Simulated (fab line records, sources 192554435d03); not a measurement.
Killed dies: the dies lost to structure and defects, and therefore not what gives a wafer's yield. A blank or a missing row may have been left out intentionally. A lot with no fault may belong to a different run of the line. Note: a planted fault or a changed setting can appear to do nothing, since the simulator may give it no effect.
fab line records	flow n5Finfet
record: lots: 24	wafers: 72	lastDay: 18
route steps=1938 shown BEOL_M10@1527 BEOL_M11@1553 BEOL_M12@1619
lots with no fault: from the same line, run without faults
startH: the number of hours between the record's first day and the start of the first shown wafer of the lot	waitH: hours elapsed since this lot's preceding step	" same as the row above	L1.1+2: a single row standing in for several wafers	- no value, or no start was given	* or withheld: withheld	< > ~ a bound
route shown NAME@n: NAME is a module with steps in the file, n the number in the route of the first one	usual: average and standard deviation across the fault-free wafers	same: alike in all rows	chamber/n: place in a boat	sites: the reading at each site	_std_site: their standard deviation	_edge_site: outer sites' mean less inner sites'	radiusMm: how far each site lies from the wafer's centre	mask NAME#n: copy n	behind: tool/chamber where the wafer was last shaped	hold: cause of the lot's hold/its duration in hours/its outcome	device: which transistor (n, p or np) failed to switch	end of line: the route-end tests of the same wafers	a step given without rows: its recipe and nothing more	killed: dies that structure and defects cost at the first sort, which is not the same as the wafer's yield	map: per-die view of a wafer (x killed, . not killed, _ where there is no die)
set.NAME: the setting as run; set.NAME@STEP: as run at that earlier step	model.NAME: the simulator's own value behind a step, which no gauge read
route steps across a sampled set of lots; one table per step, one row per wafer
services: from which hour (startH, from the record's first day; less than 0 if before it) a tool's chamber was out of use, for how many hours, and why
== steps ==
step: N5_BEOL_M10_SPUTTER_48
recipe: material: Cu	targetThkA: 120	tempC: -20	biasV: 60	powerW: 26000	chamberPressurePa: 0.13	timeS: 2
usual: throttleValvePct: 29.9/0.81
lot.wafer	tool	chamber	startH	waitH	throttleValvePct
L074.1	pvdSputter-01	-	217.24	0.1	29.6
L074.2	"	-	"	"	29.1
L074.3	"	-	"	"	30.8
L075.1	pvdSputter-03	-	220.61	0.1	30.8
L075.4	"	-	"	"	30.0
L075.6	"	-	"	"	30.1
L077.4	pvdSputter-02	-	234.49	0.1	30.8
L077.5	"	-	"	"	29.2
L077.6	"	-	"	"	27.9
L076.3	pvdSputter-02	-	237.41	0.1	28.9
L076.4	"	-	"	"	27.9
L076.5	"	-	"	"	30.5
L079.1	pvdSputter-01	-	240.04	0.1	30.3
L079.2	"	-	"	"	30.8
L079.3	"	-	"	"	29.3
L078.2	pvdSputter-02	-	247.12	0.1	29.2
L078.4	"	-	"	"	30.6
L078.5	"	-	"	"	30.7
L080.2	pvdSputter-03	-	260.84	0.1	29.4
L080.4	"	-	"	"	31.0
L080.5	"	-	"	"	30.1
L083.1	pvdSputter-03	-	264.91	0.1	29.4
L083.3	"	-	"	"	29.2
L083.4	"	-	"	"	30.3
L081.2	pvdSputter-03	-	265.13	0.1	29.8
L081.3	"	-	"	"	29.4
L081.5	"	-	"	"	30.8
L082.1	pvdSputter-02	-	273.60	1.2	30.6
L082.4	"	-	"	"	29.0
L082.6	"	-	"	"	30.8
L084.1	pvdSputter-02	-	284.66	0.1	28.9
L084.4	"	-	"	"	30.9
L084.6	"	-	"	"	31.0
L085.1	pvdSputter-01	-	292.62	0.1	30.0
L085.2	"	-	"	"	29.3
L085.3	"	-	"	"	30.7
L086.3	pvdSputter-03	-	307.35	0.1	30.3
L086.4	"	-	"	"	29.3
L086.6	"	-	"	"	30.6
L089.2	pvdSputter-01	-	312.36	0.1	29.3
L089.4	"	-	"	"	29.1
L089.5	"	-	"	"	29.7
L087.2	pvdSputter-01	-	312.69	0.1	30.2
L087.3	"	-	"	"	29.8
L087.4	"	-	"	"	29.0
L088.3	pvdSputter-03	-	315.70	0.1	30.1
L088.4	"	-	"	"	29.4
L088.5	"	-	"	"	30.7
L090.1	pvdSputter-03	-	330.00	0.1	30.9
L090.2	"	-	"	"	29.2
L090.3	"	-	"	"	29.4
L091.1	pvdSputter-03	-	337.02	0.1	29.5
L091.5	"	-	"	"	30.6
L091.6	"	-	"	"	29.6
L094.2	pvdSputter-01	-	346.24	0.2	30.0
L094.3	"	-	"	"	28.9
L094.5	"	-	"	"	30.9
L093.2	pvdSputter-01	-	351.00	1.4	30.7
L093.4	"	-	"	"	29.5
L093.6	"	-	"	"	29.2
L095.1	pvdSputter-02	-	355.12	0.1	30.9
L095.4	"	-	"	"	31.0
L095.6	"	-	"	"	27.9
L092.1	pvdSputter-03	-	364.82	0.1	31.0
L092.3	"	-	"	"	29.3
L092.4	"	-	"	"	29.2
L096.1	pvdSputter-03	-	368.51	0.1	30.9
L096.4	"	-	"	"	29.4
L096.6	"	-	"	"	30.9
L097.2	pvdSputter-03	-	389.89	0.1	29.4
L097.5	"	-	"	"	30.6
L097.6	"	-	"	"	29.6
step: N5_BEOL_M11_ETCH_61
recipe: chemistry: CF4	target: SiARC	targetDepthA: 390	maskMaterial: CAR-ArF	timeS: 65	ionEnergyEv: 80	pressureMtorr: 40	sourceW: 545	biasW: 36	Ar_flow_sccm: 100	cf4FlowSccm: 100	ends: cleared
usual: drypumpMotorCurrentA: 5.9/0.36	etchRfOnTimeS: 64.6/2.4	oesProductAu: 0.70/0.074	rfVppV: 183.9/1.4	showerheadPlenumPTorr: 2.13/0.085	throttleValvePct: 15.53/0.28
lot.wafer	tool	chamber	startH	waitH	drypumpMotorCurrentA	etchRfOnTimeS	oesProductAu	rfHoursCounterH	rfVppV	showerheadPlenumPTorr	throttleValvePct
L074.1	rieDiel-03	2	221.55	0.0	6.5	63.1	0.84	5	182.9	2.11	15.15
L074.2	"	0	"	"	5.9	61.0	0.75	49	183.8	2.18	15.73
L074.3	"	0	"	"	5.8	60.9	0.76	-	184.1	2.18	15.75
L075.1	rieDiel-06	3	226.74	0.0	6.0	64.7	0.65	140	183.5	2.08	15.77
L075.4	"	0	"	"	5.4	64.5	0.58	245	182.8	2.03	15.84
L075.6	"	1	"	"	6.2	64.4	0.74	-	182.9	2.10	15.63
L077.4	rieDiel-03	2	237.85	0.0	6.6	64.4	0.81	-	184.7	2.11	15.15
L077.5	"	1	"	"	5.6	63.7	0.63	-	181.7	2.05	15.94
L077.6	"	0	"	"	5.8	62.5	0.74	-	184.1	2.18	15.76
L076.3	rieDiel-04	3	240.96	0.0	5.6	64.0	0.66	137	183.6	1.99	15.38
L076.4	"	0	"	"	5.4	64.5	0.64	185	182.7	2.04	15.48
L076.5	"	0	"	"	5.4	64.7	0.63	-	182.3	2.05	15.49
L079.1	rieDiel-04	1	242.76	0.0	6.2	70.2	0.60	190	185.3	2.22	15.54
L079.2	"	2	"	"	6.0	66.0	0.79	11	184.1	2.19	15.47
L079.3	"	3	"	"	5.6	64.0	0.66	137	182.6	1.99	15.36
L078.2	rieDiel-03	1	250.39	0.0	5.6	63.2	0.62	212	183.1	2.04	15.94
L078.4	"	0	"	"	5.9	61.3	0.75	60	184.3	2.18	15.77
L078.5	"	1	"	"	5.6	63.0	0.62	-	183.3	2.04	15.94
L080.2	rieDiel-04	3	264.09	0.0	5.6	64.0	0.66	146	181.7	1.98	15.38
L080.4	"	2	"	"	6.0	66.5	0.77	-	183.8	2.19	15.48
L080.5	"	1	"	"	6.2	70.4	0.59	-	184.4	2.21	15.55
L083.1	rieDiel-06	0	270.17	0.0	5.4	62.7	0.84	1	186.0	2.29	15.33
L083.3	"	2	"	"	5.9	66.2	0.76	15	185.6	2.19	15.29
L083.4	"	3	"	"	6.0	65.5	0.63	156	182.8	2.08	15.77
L081.2	rieDiel-06	3	270.42	0.0	6.0	65.6	0.63	156	184.5	2.08	15.77
L081.3	"	1	"	"	6.2	64.5	0.73	57	183.6	2.09	15.65
L081.5	"	1	"	"	6.2	64.6	0.72	-	183.2	2.09	15.65
L082.1	rieDiel-04	3	277.68	0.0	5.6	64.1	0.65	150	181.9	1.98	15.39
L082.4	"	2	"	"	6.1	66.3	0.76	23	184.5	2.19	15.50
L082.6	"	1	"	"	6.2	71.7	0.58	-	185.4	2.21	15.55
L084.1	rieDiel-03	2	288.85	0.0	6.6	63.9	0.78	27	183.1	2.11	15.16
L084.4	"	2	"	"	6.6	63.7	0.79	-	184.0	2.11	15.19
L084.6	"	2	"	"	6.6	63.6	0.78	-	183.1	2.11	15.18
L085.1	rieDiel-03	0	295.86	0.0	5.9	61.1	0.73	70	186.1	2.18	15.76
L085.2	"	1	"	"	5.6	63.3	0.61	226	181.7	2.04	15.98
L085.3	"	2	"	"	6.5	63.4	0.78	30	184.7	2.11	15.20
L086.3	rieDiel-03	0	313.00	0.0	5.8	62.5	0.72	76	184.4	2.17	15.79
L086.4	"	3	"	"	5.5	65.1	0.76	19	185.4	2.27	15.11
L086.6	"	1	"	"	5.6	62.9	0.62	-	182.3	2.04	15.99
L089.2	rieDiel-06	0	315.79	0.0	5.4	62.3	0.80	13	186.4	2.28	15.34
L089.4	"	1	"	"	6.2	63.0	0.72	69	183.0	2.09	15.68
L089.5	"	2	"	"	5.9	65.6	0.74	-	185.0	2.18	15.32
L087.2	rieDiel-03	0	316.08	0.0	5.8	62.6	0.71	77	183.9	2.17	15.79
L087.3	"	2	"	"	6.6	64.5	0.77	35	184.1	2.10	15.21
L087.4	"	1	"	"	5.6	62.7	0.61	232	183.2	2.04	15.99
L088.3	rieDiel-03	3	318.63	0.0	5.5	64.9	0.77	21	186.5	2.27	15.10
L088.4	"	2	"	"	6.5	63.3	0.77	36	185.3	2.10	15.20
L088.5	"	3	"	"	5.5	64.7	0.77	-	185.9	2.27	15.11
L090.1	rieDiel-06	0	333.31	0.0	5.4	63.3	0.78	18	187.2	2.28	15.37
L090.2	"	2	"	"	5.9	66.4	0.73	34	184.3	2.18	15.31
L090.3	"	1	"	"	6.2	65.3	0.70	74	183.5	2.08	15.69
L091.1	rieDiel-04	1	342.70	0.0	6.2	71.0	0.58	218	185.2	2.21	15.60
L091.5	"	2	"	"	6.1	65.6	0.73	-	186.0	2.19	15.54
L091.6	"	1	"	"	6.2	71.1	0.58	-	185.8	2.20	15.58
L094.2	rieDiel-03	1	349.44	0.0	5.6	61.9	0.60	243	182.0	2.03	16.02
L094.3	"	2	"	"	6.5	62.6	0.76	46	184.8	2.10	15.22
L094.5	"	1	"	"	5.6	62.3	0.61	-	181.6	2.03	16.02
L093.2	rieDiel-03	3	355.62	0.0	5.5	65.2	0.74	33	185.1	2.27	15.13
L093.4	"	2	"	"	6.6	63.0	0.76	49	183.7	2.10	15.23
L093.6	"	3	"	"	5.5	64.9	0.74	-	185.8	2.27	15.13
L095.1	rieDiel-04	2	359.74	0.0	6.1	66.7	0.72	44	184.1	2.18	15.53
L095.4	"	0	"	"	5.4	65.5	0.61	212	182.1	2.04	15.55
L095.6	"	2	"	"	6.0	66.5	0.73	-	184.1	2.18	15.54
L092.1	rieDiel-03	2	368.98	0.0	6.6	63.3	0.76	52	185.3	2.10	15.22
L092.3	"	3	"	"	5.5	65.7	0.74	37	185.8	2.27	15.15
L092.4	"	0	"	"	5.9	62.0	0.70	94	185.6	2.17	15.83
L096.1	rieDiel-06	3	372.34	0.0	6.0	65.3	0.61	184	182.0	2.07	15.83
L096.4	"	1	"	"	6.2	65.3	0.69	84	183.7	2.08	15.70
L096.6	"	3	"	"	5.9	64.7	0.62	-	183.8	2.07	15.84
L097.2	rieDiel-03	0	394.60	0.0	5.8	62.8	0.69	103	183.7	2.17	15.84
L097.5	"	2	"	"	6.5	64.8	0.73	-	181.3	2.10	15.26
L097.6	"	0	"	"	5.8	62.9	0.68	-	182.5	2.17	15.83
step: N5_BEOL_M11_SPUTTER_48
recipe: material: Cu	targetThkA: 120	tempC: -20	biasV: 60	powerW: 26000	chamberPressurePa: 0.13	timeS: 2
usual: throttleValvePct: 29.9/0.92
lot.wafer	tool	chamber	startH	waitH	throttleValvePct
L074.1	pvdSputter-01	-	227.32	0.1	28.9
L074.2	"	-	"	"	29.5
L074.3	"	-	"	"	30.2
L075.1	pvdSputter-03	-	230.39	0.1	30.8
L075.4	"	-	"	"	29.6
L075.6	"	-	"	"	29.4
L077.4	pvdSputter-02	-	242.29	0.0	30.5
L077.5	"	-	"	"	30.4
L077.6	"	-	"	"	30.8
L076.3	pvdSputter-02	-	246.04	0.2	27.9
L076.4	"	-	"	"	30.9
L076.5	"	-	"	"	30.8
L079.1	pvdSputter-02	-	246.50	0.1	30.7
L079.2	"	-	"	"	28.7
L079.3	"	-	"	"	27.8
L078.2	pvdSputter-01	-	256.23	0.1	29.9
L078.4	"	-	"	"	30.1
L078.5	"	-	"	"	29.6
L080.2	pvdSputter-02	-	266.60	0.1	30.8
L080.4	"	-	"	"	27.9
L080.5	"	-	"	"	30.9
L083.1	pvdSputter-01	-	274.33	0.1	29.1
L083.3	"	-	"	"	29.8
L083.4	"	-	"	"	30.2
L081.2	pvdSputter-02	-	277.71	0.2	29.2
L081.3	"	-	"	"	30.8
L081.5	"	-	"	"	31.1
L082.1	pvdSputter-01	-	282.67	0.2	29.6
L082.4	"	-	"	"	31.1
L082.6	"	-	"	"	29.6
L084.1	pvdSputter-01	-	292.82	0.1	30.9
L084.4	"	-	"	"	29.3
L084.6	"	-	"	"	30.6
L085.1	pvdSputter-01	-	301.66	0.2	30.9
L085.2	"	-	"	"	29.2
L085.3	"	-	"	"	30.3
L086.3	pvdSputter-01	-	317.31	0.1	29.1
L086.4	"	-	"	"	30.5
L086.6	"	-	"	"	29.1
L089.2	pvdSputter-01	-	319.74	0.1	29.6
L089.4	"	-	"	"	30.4
L089.5	"	-	"	"	30.6
L087.2	pvdSputter-02	-	320.54	0.1	29.2
L087.3	"	-	"	"	30.8
L087.4	"	-	"	"	28.1
L088.3	pvdSputter-02	-	322.54	0.1	29.1
L088.4	"	-	"	"	30.5
L088.5	"	-	"	"	28.0
L090.1	pvdSputter-01	-	336.83	0.1	29.0
L090.2	"	-	"	"	30.8
L090.3	"	-	"	"	29.4
L091.1	pvdSputter-02	-	346.84	0.2	29.0
L091.5	"	-	"	"	27.8
L091.6	"	-	"	"	30.4
L094.2	pvdSputter-03	-	352.32	0.1	29.6
L094.3	"	-	"	"	29.4
L094.5	"	-	"	"	29.7
L093.2	pvdSputter-03	-	360.07	0.1	30.9
L093.4	"	-	"	"	29.9
L093.6	"	-	"	"	30.0
L095.1	pvdSputter-03	-	364.64	0.1	29.3
L095.4	"	-	"	"	30.8
L095.6	"	-	"	"	29.2
L092.1	pvdSputter-02	-	372.93	0.1	30.8
L092.3	"	-	"	"	29.2
L092.4	"	-	"	"	27.8
L096.1	pvdSputter-01	-	376.96	0.1	30.9
L096.4	"	-	"	"	30.1
L096.6	"	-	"	"	29.9
L097.2	pvdSputter-02	-	397.96	0.1	30.6
L097.5	"	-	"	"	29.2
L097.6	"	-	"	"	30.7
step: N5_BEOL_M12_STRIP_64
recipe: chemistry: N2/H2	powerW: 1000	tempC: 250	h2Frac: 0.65	overashFraction: 0.3	pressureMtorr: withheld	n2FlowSccm: 1750	h2FlowSccm: 3250
usual: drypumpMotorCurrentA: 5.6/0.3	h2FlowSccm: 3249/9.7	heaterPowerW: 356/10	oesProductAu: 0.715/0.0045	stripTimeToEndpointS: 31.32/0.086
lot.wafer	tool	chamber	startH	waitH	drypumpMotorCurrentA	h2FlowSccm	heaterPowerW	oesProductAu	rfHoursCounterH	stripTimeToEndpointS
L074.1	plasmaAsher-01	1	229.45	0.0	5.4	3247	362	0.720	108	31.32
L074.2	"	0	"	"	5.3	3265	370	0.717	108	31.43
L074.3	"	0	"	"	5.3	3239	365	0.718	-	31.44
L075.1	plasmaAsher-01	1	232.27	0.0	5.5	3246	357	0.716	108	31.22
L075.4	"	1	"	"	5.4	3252	361	0.712	-	31.16
L075.6	"	0	"	"	5.3	3246	354	0.718	-	31.26
L077.4	plasmaAsher-01	1	244.63	0.0	5.4	3248	365	0.721	-	31.21
L077.5	"	1	"	"	5.4	3257	353	0.717	-	31.23
L077.6	"	0	"	"	5.3	3262	373	0.714	-	31.22
L076.3	plasmaAsher-01	0	248.07	0.0	5.3	3232	370	0.712	-	31.45
L076.4	"	1	"	"	5.4	3250	363	0.712	-	31.46
L076.5	"	1	"	"	5.4	3235	360	0.712	-	31.39
L079.1	plasmaAsher-01	0	248.45	0.0	5.3	3244	357	0.721	114	31.20
L079.2	"	1	"	"	5.5	3244	349	0.719	114	31.20
L079.3	"	1	"	"	5.5	3241	351	0.708	-	31.19
L078.2	plasmaAsher-01	1	258.52	0.0	5.5	3256	360	0.717	116	31.43
L078.4	"	1	"	"	5.5	3256	355	0.715	-	31.49
L078.5	"	1	"	"	5.5	3267	356	0.713	-	31.46
L080.2	plasmaAsher-01	0	268.48	0.0	5.3	3240	370	0.716	118	31.30
L080.4	"	0	"	"	5.3	3245	360	0.713	-	31.27
L080.5	"	1	"	"	5.5	3250	355	0.719	-	31.33
L083.1	plasmaAsher-02	0	276.21	0.0	5.7	3256	340	0.711	75	31.25
L083.3	"	1	"	"	6.1	3249	355	0.709	-	31.28
L083.4	"	0	"	"	5.7	3252	342	0.726	-	31.26
L081.2	plasmaAsher-02	1	280.34	0.0	6.1	3249	348	0.715	76	31.30
L081.3	"	0	"	"	5.7	3243	348	0.713	-	31.25
L081.5	"	1	"	"	6.1	3244	351	0.709	-	31.13
L082.1	plasmaAsher-02	0	284.61	0.0	5.7	3260	334	0.709	77	31.23
L082.4	"	0	"	"	5.7	3254	348	0.718	-	31.24
L082.6	"	1	"	"	6.1	3232	359	0.712	-	31.25
L084.1	plasmaAsher-02	0	295.27	0.0	5.7	3256	344	0.715	79	31.31
L084.4	"	0	"	"	5.7	3271	331	0.718	-	31.36
L084.6	"	0	"	"	5.7	3263	337	0.710	-	31.30
L085.1	plasmaAsher-02	0	303.67	0.0	5.8	3237	345	0.712	81	31.32
L085.2	"	1	"	"	6.2	3243	358	0.714	81	31.35
L085.3	"	1	"	"	6.1	3246	356	0.712	-	31.35
L086.3	plasmaAsher-02	1	319.46	0.0	6.1	3241	360	0.708	-	31.22
L086.4	"	0	"	"	5.7	3250	329	0.715	-	31.25
L086.6	"	0	"	"	5.7	3234	344	0.716	-	31.33
L089.2	plasmaAsher-01	0	321.74	0.0	5.3	3240	362	0.714	129	31.32
L089.4	"	0	"	"	5.3	3233	351	0.716	-	31.35
L089.5	"	0	"	"	5.3	3245	361	0.711	-	31.37
L087.2	plasmaAsher-01	1	322.44	0.0	5.4	3254	358	0.724	129	31.35
L087.3	"	0	"	"	5.3	3254	361	0.720	-	31.39
L087.4	"	1	"	"	5.4	3271	358	0.705	-	31.45
L088.3	plasmaAsher-02	0	325.20	0.0	5.8	3242	338	0.714	-	31.36
L088.4	"	1	"	"	6.2	3255	358	0.712	-	31.34
L088.5	"	1	"	"	6.1	3256	364	0.717	-	31.41
L090.1	plasmaAsher-02	1	338.91	0.0	6.2	3257	359	0.715	88	31.39
L090.2	"	0	"	"	5.7	3259	337	0.710	88	31.44
L090.3	"	0	"	"	5.7	3250	337	0.719	-	31.37
L091.1	plasmaAsher-01	0	348.76	0.0	5.3	3249	358	0.715	133	31.24
L091.5	"	0	"	"	5.3	3232	355	0.714	-	31.33
L091.6	"	1	"	"	5.5	3263	350	0.714	-	31.33
L094.2	plasmaAsher-01	1	354.32	0.0	5.4	3236	358	0.721	135	31.41
L094.3	"	0	"	"	5.3	3256	358	0.712	-	31.49
L094.5	"	1	"	"	5.5	3250	357	0.714	-	31.36
L093.2	plasmaAsher-02	1	362.66	0.0	6.2	3250	350	0.720	93	31.32
L093.4	"	1	"	"	6.1	3244	359	0.722	-	31.28
L093.6	"	1	"	"	6.1	3242	353	0.713	-	31.26
L095.1	plasmaAsher-01	1	366.56	0.0	5.5	3256	366	0.706	136	31.38
L095.4	"	0	"	"	5.3	3247	363	0.722	-	31.43
L095.6	"	0	"	"	5.3	3248	372	0.718	-	31.46
L092.1	plasmaAsher-01	1	374.81	0.0	5.4	3241	357	0.713	138	31.55
L092.3	"	0	"	"	5.3	3247	362	0.711	-	31.35
L092.4	"	1	"	"	5.4	3246	363	0.716	-	31.36
L096.1	plasmaAsher-01	1	378.96	0.0	5.5	3263	352	0.720	139	31.34
L096.4	"	0	"	"	5.3	3252	372	0.719	-	31.34
L096.6	"	1	"	"	5.5	3254	358	0.715	-	31.30
L097.2	plasmaAsher-01	0	400.02	0.0	5.3	3248	369	0.714	143	31.35
L097.5	"	1	"	"	5.5	3261	370	0.716	-	31.33
L097.6	"	0	"	"	5.3	3233	359	0.703	-	31.29
step: N5_BEOL_M12_CD_MEAS_28
recipe: targetCdNm: 160.2	landingEnergyEv: 500	detector: seInlens	polarity: opening
usual: cdNm: 161.3/1.9
lot.wafer	tool	chamber	startH	waitH	cdNm
L074.1	cdSem-01	0	229.97	-	163.8
L074.2	"	0	"	"	160.8
L074.3	"	0	"	"	160.0
L075.1	cdSem-01	0	232.75	-	165.1
L075.4	"	0	"	"	160.0
L075.6	"	0	"	"	163.0
L077.4	cdSem-02	0	245.08	-	159.3
L077.5	"	0	"	"	162.2
L077.6	"	0	"	"	158.7
L076.3	cdSem-01	0	248.65	-	161.9
L076.4	"	0	"	"	158.3
L076.5	"	0	"	"	161.4
L079.1	cdSem-03	0	248.92	-	158.0
L079.2	"	0	"	"	162.8
L079.3	"	0	"	"	162.3
L078.2	cdSem-03	0	259.12	-	161.6
L078.4	"	0	"	"	161.0
L078.5	"	0	"	"	160.9
L080.2	cdSem-03	0	268.96	-	158.5
L080.4	"	0	"	"	157.4
L080.5	"	0	"	"	162.2
L083.1	cdSem-01	0	276.82	-	163.3
L083.3	"	0	"	"	160.4
L083.4	"	0	"	"	159.3
L081.2	cdSem-01	0	280.82	-	161.1
L081.3	"	0	"	"	160.0
L081.5	"	0	"	"	159.9
L082.1	cdSem-02	0	285.21	-	161.5
L082.4	"	0	"	"	164.2
L082.6	"	0	"	"	162.9
L084.1	cdSem-01	0	295.87	-	161.3
L084.4	"	0	"	"	160.1
L084.6	"	0	"	"	162.0
L085.1	cdSem-01	0	304.27	-	160.4
L085.2	"	0	"	"	162.2
L085.3	"	0	"	"	157.9
L086.3	cdSem-03	0	320.05	-	162.1
L086.4	"	0	"	"	160.7
L086.6	"	0	"	"	159.5
L089.2	cdSem-03	0	322.35	-	162.0
L089.4	"	0	"	"	161.4
L089.5	"	0	"	"	158.0
L087.2	cdSem-01	0	322.91	-	159.4
L087.3	"	0	"	"	161.9
L087.4	"	0	"	"	160.8
L088.3	cdSem-03	0	325.65	-	163.0
L088.4	"	0	"	"	161.5
L088.5	"	0	"	"	159.5
L090.1	cdSem-03	0	339.50	-	161.7
L090.2	"	0	"	"	161.0
L090.3	"	0	"	"	161.6
L091.1	cdSem-03	0	349.35	-	163.3
L091.5	"	0	"	"	163.6
L091.6	"	0	"	"	163.0
L094.2	cdSem-01	0	354.79	-	161.0
L094.3	"	0	"	"	157.8
L094.5	"	0	"	"	163.1
L093.2	cdSem-01	0	363.14	-	160.2
L093.4	"	0	"	"	159.7
L093.6	"	0	"	"	160.5
L095.1	cdSem-03	0	367.04	-	160.9
L095.4	"	0	"	"	162.2
L095.6	"	0	"	"	161.9
L092.1	cdSem-02	0	375.41	-	163.6
L092.3	"	0	"	"	161.4
L092.4	"	0	"	"	162.1
L096.1	cdSem-03	0	379.47	-	161.5
L096.4	"	0	"	"	163.5
L096.6	"	0	"	"	164.0
L097.2	cdSem-03	0	400.65	-	162.7
L097.5	"	0	"	"	158.0
L097.6	"	0	"	"	162.9
step: N5_BEOL_M12_STRIP_37
recipe: chemistry: N2/H2	powerW: 1000	tempC: 250	h2Frac: 0.65	overashFraction: 0.3	pressureMtorr: withheld	n2FlowSccm: 1750	h2FlowSccm: 3250
usual: drypumpMotorCurrentA: 5.54/0.28	h2FlowSccm: 3251/11	heaterPowerW: 358/8.6	oesProductAu: 0.790/0.011
lot.wafer	tool	chamber	startH	waitH	drypumpMotorCurrentA	h2FlowSccm	heaterPowerW	oesProductAu	rfHoursCounterH
L074.1	plasmaAsher-02	1	230.99	0.0	6.13	3256	353	0.790	67
L074.2	"	0	"	"	5.72	3260	335	0.790	67
L074.3	"	1	"	"	6.16	3242	352	0.772	-
L075.1	plasmaAsher-01	0	233.39	0.0	5.29	3271	369	0.795	108
L075.4	"	0	"	"	5.31	3253	364	0.804	-
L075.6	"	0	"	"	5.32	3259	358	0.774	-
L077.4	plasmaAsher-01	0	246.18	0.1	5.31	3260	374	0.790	-
L077.5	"	1	"	"	5.47	3238	358	0.801	-
L077.6	"	0	"	"	5.28	3264	365	0.796	-
L076.3	plasmaAsher-01	1	249.31	0.1	5.50	3232	355	0.776	-
L076.4	"	0	"	"	5.27	3245	362	0.786	-
L076.5	"	1	"	"	5.46	3243	348	0.808	-
L079.1	plasmaAsher-01	0	249.58	0.0	5.30	3256	366	0.789	115
L079.2	"	1	"	"	5.47	3271	357	0.788	115
L079.3	"	1	"	"	5.44	3254	363	0.776	-
L078.2	plasmaAsher-01	0	259.83	0.0	5.27	3245	362	0.798	117
L078.4	"	0	"	"	5.27	3236	367	0.799	-
L078.5	"	1	"	"	5.44	3244	354	0.806	-
L080.2	plasmaAsher-01	1	269.60	0.0	5.50	3234	362	0.807	118
L080.4	"	1	"	"	5.45	3259	362	0.811	-
L080.5	"	0	"	"	5.29	3245	358	0.798	-
L083.1	plasmaAsher-01	0	277.47	0.0	5.33	3265	370	0.785	119
L083.3	"	0	"	"	5.30	3261	361	0.778	-
L083.4	"	1	"	"	5.46	3250	361	0.776	-
L081.2	plasmaAsher-02	0	281.65	0.0	5.72	3250	343	0.811	76
L081.3	"	0	"	"	5.73	3249	343	0.792	-
L081.5	"	0	"	"	5.73	3260	344	0.808	-
L082.1	plasmaAsher-01	0	285.86	0.0	5.31	3240	360	0.803	121
L082.4	"	1	"	"	5.46	3248	360	0.791	-
L082.6	"	0	"	"	5.28	3244	360	0.796	-
L084.1	plasmaAsher-02	1	296.51	0.0	6.13	3235	357	0.807	79
L084.4	"	1	"	"	6.14	3248	364	0.802	-
L084.6	"	1	"	"	6.13	3243	353	0.793	-
L085.1	plasmaAsher-01	1	304.92	0.0	5.46	3268	358	0.786	124
L085.2	"	0	"	"	5.29	3236	359	0.781	124
L085.3	"	0	"	"	5.29	3257	362	0.782	-
L086.3	plasmaAsher-01	1	320.71	0.1	5.51	3278	353	0.783	-
L086.4	"	0	"	"	5.27	3257	361	0.799	-
L086.6	"	0	"	"	5.33	3252	366	0.785	-
L089.2	plasmaAsher-01	1	322.99	0.0	5.47	3263	376	0.773	129
L089.4	"	1	"	"	5.47	3251	365	0.784	-
L089.5	"	0	"	"	5.26	3245	350	0.779	-
L087.2	plasmaAsher-02	1	323.56	0.0	6.17	3248	354	0.793	85
L087.3	"	0	"	"	5.72	3237	350	0.789	-
L087.4	"	1	"	"	6.18	3238	347	0.794	-
L088.3	plasmaAsher-01	1	326.71	0.1	5.47	3246	366	0.780	-
L088.4	"	0	"	"	5.30	3254	362	0.801	-
L088.5	"	0	"	"	5.30	3254	365	0.781	-
L090.1	plasmaAsher-02	0	340.48	0.3	5.71	3245	340	0.794	89
L090.2	"	1	"	"	6.10	3240	350	0.780	89
L090.3	"	0	"	"	5.73	3245	342	0.806	-
L091.1	plasmaAsher-01	1	350.00	0.0	5.44	3268	370	0.786	133
L091.5	"	0	"	"	5.30	3269	363	0.804	-
L091.6	"	1	"	"	5.48	3258	356	0.797	-
L094.2	plasmaAsher-02	0	355.44	0.0	5.73	3246	342	0.798	91
L094.3	"	0	"	"	5.73	3245	339	0.777	-
L094.5	"	0	"	"	5.73	3250	347	0.772	-
L093.2	plasmaAsher-02	0	363.78	0.0	5.74	3232	335	0.776	94
L093.4	"	1	"	"	6.12	3248	347	0.797	-
L093.6	"	1	"	"	6.16	3244	354	0.796	-
L095.1	plasmaAsher-01	0	367.68	0.0	5.30	3257	363	0.805	137
L095.4	"	0	"	"	5.33	3271	360	0.783	-
L095.6	"	1	"	"	5.45	3263	374	0.790	-
L092.1	plasmaAsher-01	0	376.05	0.0	5.34	3254	371	0.787	138
L092.3	"	1	"	"	5.43	3248	359	0.792	-
L092.4	"	0	"	"	5.29	3250	373	0.809	-
L096.1	plasmaAsher-01	1	380.11	0.0	5.48	3261	352	0.775	139
L096.4	"	1	"	"	5.45	3265	351	0.794	-
L096.6	"	1	"	"	5.45	3255	364	0.792	-
L097.2	plasmaAsher-01	1	401.29	0.0	5.47	3247	362	0.790	143
L097.5	"	1	"	"	5.44	3232	363	0.790	-
L097.6	"	0	"	"	5.32	3276	358	0.783	-
== services ==
tool	chamber	startH	hours	kind
rieDiel-06	-	201.59	2.8	pm
rieDiel-04	0	209.83	5.8	repair
rieDiel-03	3	233.72	-	clean
rieDiel-03	3	233.72	-	consumableReplace:focusRing
rieDiel-03	3	233.72	-	consumableReplace:showerhead
rieDiel-03	3	233.72	11.9	scheduledDown
rieDiel-03	3	233.72	11.9	ventCycle
plasmaAsher-02	-	234.31	14.6	pm
rieDiel-04	0	250.43	17.9	repair
plasmaAsher-01	-	262.98	1.9	repair
rieDiel-03	-	267.61	2.8	pm
rieDiel-03	3	285.89	4.9	repair
pvdSputter-02	-	305.99	6.3	repair
plasmaAsher-02	-	307.67	2.7	repair
rieDiel-06	-	318.79	1.1	repair
plasmaAsher-01	-	333.79	1.1	repair
plasmaAsher-01	-	337.09	4.3	pm
rieDiel-04	0	341.79	8.0	repair
plasmaAsher-02	-	352.86	2.5	repair
pvdSputter-02	-	359.20	3.8	repair
rieDiel-06	0	366.77	5.4	repair
plasmaAsher-02	-	374.27	4.3	pm
rieDiel-04	0	391.03	6.1	repair
rieDiel-06	3	398.14	6.2	repair
== key ==
fault none
